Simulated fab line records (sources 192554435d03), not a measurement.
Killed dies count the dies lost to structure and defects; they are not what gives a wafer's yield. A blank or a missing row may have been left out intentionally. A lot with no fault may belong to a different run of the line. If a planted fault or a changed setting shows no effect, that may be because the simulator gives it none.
Split-lot study :: flow n5_finfet :: 7 lots, 39 wafers read, on a route of 1938 steps

THE SPLIT ITSELF
At N5_BEOL_M6_ILD_DEP_00 (deposits SiCOH lowk from DEMS/porogen, target thk 179.75 nm, time 33.4 s), the setting time_s was moved away from the recipe's 33.4 s on 15 of the 39 wafers read, by -56.4% to +54.4%. For the rest of the wafers, this setting stayed at what the recipe calls for.

BETWEEN THE SPLIT AND THE READING: the file shows 1 step in between
- N5_BEOL_M6_CURE_74: cures SiCOH lowk, time 240 s

THE READING
M6_ILD_THK at N5_BEOL_M6_THK_MEAS_01, in nm. Fault-free wafers of this fab line usually give 155.3 nm, standard deviation 1.8 nm.

wafer: L078.1
tool, chamber at the split: pecvd-01, 1
time_s as run, s: 33.4
against the recipe: recipe
M6_ILD_THK, nm: 153.6
against lot-mates on the recipe: -

wafer: L078.3
tool, chamber at the split: pecvd-01, 2
time_s as run, s: 33.4
against the recipe: recipe
M6_ILD_THK, nm: 152.0
against lot-mates on the recipe: -

wafer: L078.5
tool, chamber at the split: pecvd-01, 0
time_s as run, s: 33.4
against the recipe: recipe
M6_ILD_THK, nm: 156.6
against lot-mates on the recipe: -

wafer: L081.1
tool, chamber at the split: pecvd-03, 1
time_s as run, s: 33.4
against the recipe: recipe
M6_ILD_THK, nm: 153.9
against lot-mates on the recipe: -

wafer: L081.2
tool, chamber at the split: pecvd-03, 0
time_s as run, s: 33.4
against the recipe: recipe
M6_ILD_THK, nm: 155.5
against lot-mates on the recipe: -

wafer: L081.3
tool, chamber at the split: pecvd-03, 1
time_s as run, s: 49.62
against the recipe: +48.6%
M6_ILD_THK, nm: 233.4
against lot-mates on the recipe: +77.6

wafer: L081.4
tool, chamber at the split: pecvd-03, 0
time_s as run, s: 49.62
against the recipe: +48.6%
M6_ILD_THK, nm: 230.7
against lot-mates on the recipe: +74.9

wafer: L081.5
tool, chamber at the split: pecvd-03, 1
time_s as run, s: 49.62
against the recipe: +48.6%
M6_ILD_THK, nm: 232.1
against lot-mates on the recipe: +76.3

wafer: L081.6
tool, chamber at the split: pecvd-03, 0
time_s as run, s: 33.4
against the recipe: recipe
M6_ILD_THK, nm: 158.0
against lot-mates on the recipe: -

wafer: L082.1
tool, chamber at the split: pecvd-01, 0
time_s as run, s: 51.56
against the recipe: +54.4%
M6_ILD_THK, nm: 237.5
against lot-mates on the recipe: +83.4

wafer: L082.2
tool, chamber at the split: pecvd-01, 1
time_s as run, s: 33.4
against the recipe: recipe
M6_ILD_THK, nm: 154.2
against lot-mates on the recipe: -

wafer: L082.3
tool, chamber at the split: pecvd-01, 2
time_s as run, s: 51.56
against the recipe: +54.4%
M6_ILD_THK, nm: 235.9
against lot-mates on the recipe: +81.8

wafer: L082.4
tool, chamber at the split: pecvd-01, 2
time_s as run, s: 33.4
against the recipe: recipe
M6_ILD_THK, nm: 154.7
against lot-mates on the recipe: -

wafer: L082.5
tool, chamber at the split: pecvd-01, 0
time_s as run, s: 51.56
against the recipe: +54.4%
M6_ILD_THK, nm: 239.8
against lot-mates on the recipe: +85.7

wafer: L082.6
tool, chamber at the split: pecvd-01, 1
time_s as run, s: 33.4
against the recipe: recipe
M6_ILD_THK, nm: 153.5
against lot-mates on the recipe: -

wafer: L083.1
tool, chamber at the split: pecvd-03, 0
time_s as run, s: 14.55
against the recipe: -56.4%
M6_ILD_THK, nm: 69.4
against lot-mates on the recipe: -86.6

wafer: L083.2
tool, chamber at the split: pecvd-03, 1
time_s as run, s: 33.4
against the recipe: recipe
M6_ILD_THK, nm: 154.7
against lot-mates on the recipe: -

wafer: L083.3
tool, chamber at the split: pecvd-03, 1
time_s as run, s: 14.55
against the recipe: -56.4%
M6_ILD_THK, nm: 68.5
against lot-mates on the recipe: -87.5

wafer: L083.4
tool, chamber at the split: pecvd-03, 0
time_s as run, s: 14.55
against the recipe: -56.4%
M6_ILD_THK, nm: 69.8
against lot-mates on the recipe: -86.2

wafer: L083.5
tool, chamber at the split: pecvd-03, 1
time_s as run, s: 33.4
against the recipe: recipe
M6_ILD_THK, nm: 155.4
against lot-mates on the recipe: -

wafer: L083.6
tool, chamber at the split: pecvd-03, 0
time_s as run, s: 33.4
against the recipe: recipe
M6_ILD_THK, nm: 158.0
against lot-mates on the recipe: -

wafer: L091.1
tool, chamber at the split: pecvd-03, 1
time_s as run, s: 16.88
against the recipe: -49.5%
M6_ILD_THK, nm: 80.6
against lot-mates on the recipe: -76.5

wafer: L091.2
tool, chamber at the split: pecvd-03, 0
time_s as run, s: 16.88
against the recipe: -49.5%
M6_ILD_THK, nm: 79.9
against lot-mates on the recipe: -77.2

wafer: L091.3
tool, chamber at the split: pecvd-03, 2
time_s as run, s: 16.88
against the recipe: -49.5%
M6_ILD_THK, nm: 79.2
against lot-mates on the recipe: -77.9

wafer: L091.4
tool, chamber at the split: pecvd-03, 1
time_s as run, s: 33.4
against the recipe: recipe
M6_ILD_THK, nm: 157.6
against lot-mates on the recipe: -

wafer: L091.5
tool, chamber at the split: pecvd-03, 0
time_s as run, s: 33.4
against the recipe: recipe
M6_ILD_THK, nm: 157.6
against lot-mates on the recipe: -

wafer: L091.6
tool, chamber at the split: pecvd-03, 2
time_s as run, s: 33.4
against the recipe: recipe
M6_ILD_THK, nm: 156.1
against lot-mates on the recipe: -

wafer: L093.1
tool, chamber at the split: pecvd-03, 0,1
time_s as run, s: 33.4
against the recipe: recipe
M6_ILD_THK, nm: 152.9
against lot-mates on the recipe: -

wafer: L093.2
tool, chamber at the split: pecvd-03, 2
time_s as run, s: 33.4
against the recipe: recipe
M6_ILD_THK, nm: 149.8
against lot-mates on the recipe: -

wafer: L093.3
tool, chamber at the split: pecvd-03, 0,1
time_s as run, s: 33.4
against the recipe: recipe
M6_ILD_THK, nm: 152.7
against lot-mates on the recipe: -

wafer: L093.4
tool, chamber at the split: pecvd-03, 1
time_s as run, s: 33.4
against the recipe: recipe
M6_ILD_THK, nm: 156.8
against lot-mates on the recipe: -

wafer: L093.5
tool, chamber at the split: pecvd-03, 2
time_s as run, s: 33.4
against the recipe: recipe
M6_ILD_THK, nm: 152.5
against lot-mates on the recipe: -

wafer: L093.6
tool, chamber at the split: pecvd-03, 0
time_s as run, s: 33.4
against the recipe: recipe
M6_ILD_THK, nm: 152.8
against lot-mates on the recipe: -

wafer: L092.1
tool, chamber at the split: pecvd-03, 2
time_s as run, s: 33.4
against the recipe: recipe
M6_ILD_THK, nm: 153.1
against lot-mates on the recipe: -

wafer: L092.2
tool, chamber at the split: pecvd-03, 1
time_s as run, s: 33.4
against the recipe: recipe
M6_ILD_THK, nm: 154.5
against lot-mates on the recipe: -

wafer: L092.3
tool, chamber at the split: pecvd-03, 0
time_s as run, s: 50.17
against the recipe: +50.2%
M6_ILD_THK, nm: 230.8
against lot-mates on the recipe: +75.7

wafer: L092.4
tool, chamber at the split: pecvd-03, 0
time_s as run, s: 33.4
against the recipe: recipe
M6_ILD_THK, nm: 157.6
against lot-mates on the recipe: -

wafer: L092.5
tool, chamber at the split: pecvd-03, 2,1
time_s as run, s: 50.17
against the recipe: +50.2%
M6_ILD_THK, nm: 233.8
against lot-mates on the recipe: +78.7

wafer: L092.6
tool, chamber at the split: pecvd-03, 2,1
time_s as run, s: 50.17
against the recipe: +50.2%
M6_ILD_THK, nm: 233.6
against lot-mates on the recipe: +78.5
The file does not say which wafer passed through which chamber wherever a row lists several chambers: such a row stands for several wafers.

THE FIT
A straight line over all 39 wafers: M6_ILD_THK changes by +1.54 nm for each +1% of time_s; r = +1.00; the points scatter about the line by 2.1 nm.
The same after taking each lot's own level away (the mean of its wafers on the recipe; 39 wafers): +1.55 nm for each +1%; r = +1.00; scatter 1.5 nm.
That fit puts the effect of the largest move of time_s on the reading at 87 nm.
Across the lots, their own levels run from 152.92 to 157.10 nm, a range of 2.3 times the standard deviation given above.
Consequently the slope shifts little with the lot-to-lot level, the two slopes agreeing.
Check: with one of the wafers moved furthest among these (-56.4%) left out of the fit, the line predicts -87.5 nm for it against its lot-mates. Against them it came out at -86.6 nm.

FURTHER SPLITS ON THESE WAFERS
Note: prior to the reading, these wafers also went through further splits. Each is held against what the fit with the lots' levels taken away leaves over:
other split on the same wafers: N5_ZERO_LAYER_DEVELOP_10 develop_time_s
wafers away from the commonest value: 9
r with M6_ILD_THK (lot level and that fit taken away): -0.05

other split on the same wafers: N5_STI_FIN_REVEAL_ETCHBACK_08 time_s
wafers away from the commonest value: 12
r with M6_ILD_THK (lot level and that fit taken away): -0.18

other split on the same wafers: N5_HKMG_FIN_CVD_62 time_s
wafers away from the commonest value: 15
r with M6_ILD_THK (lot level and that fit taken away): -0.11

other split on the same wafers: N5_BEOL_M0_SAQP_ILD_DEP_01 time_s
wafers away from the commonest value: 12
r with M6_ILD_THK (lot level and that fit taken away): +0.42

other split on the same wafers: N5_BEOL_M2_ILD_DEP_00 target_thk_a
wafers away from the commonest value: 12
r with M6_ILD_THK (lot level and that fit taken away): -0.01

THE WHOLE CHAIN: every reading that the file lists as answering this split, in the file's order
step: N5_BEOL_M6_ILD_DEP_00
what it does: deposits SiCOH lowk from DEMS/porogen, target thk 179.75 nm, time 33.4 s
reading: SiCOH_lowk_of_BEOL_M6_ILD_DEP_00.thk_nm (the simulator's own value, which no gauge read)
change (the file's fit): +1.78 nm for each +1% of the setting
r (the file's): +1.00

step: N5_BEOL_M6_CURE_74
what it does: cures SiCOH lowk, time 240 s
reading: SiCOH_lowk_of_BEOL_M6_ILD_DEP_00.thk_nm (the simulator's own value, which no gauge read)
change (the file's fit): +1.55 nm for each +1% of the setting
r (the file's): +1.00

step: N5_BEOL_M6_THK_MEAS_01
what it does: 
reading: M6_ILD_THK
change (the file's fit): +1.55 for each +1% of the setting
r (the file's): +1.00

FILE'S OWN FIT
M6_ILD_THK changes by +1.55 nm for each +1% of time_s, r = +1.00.
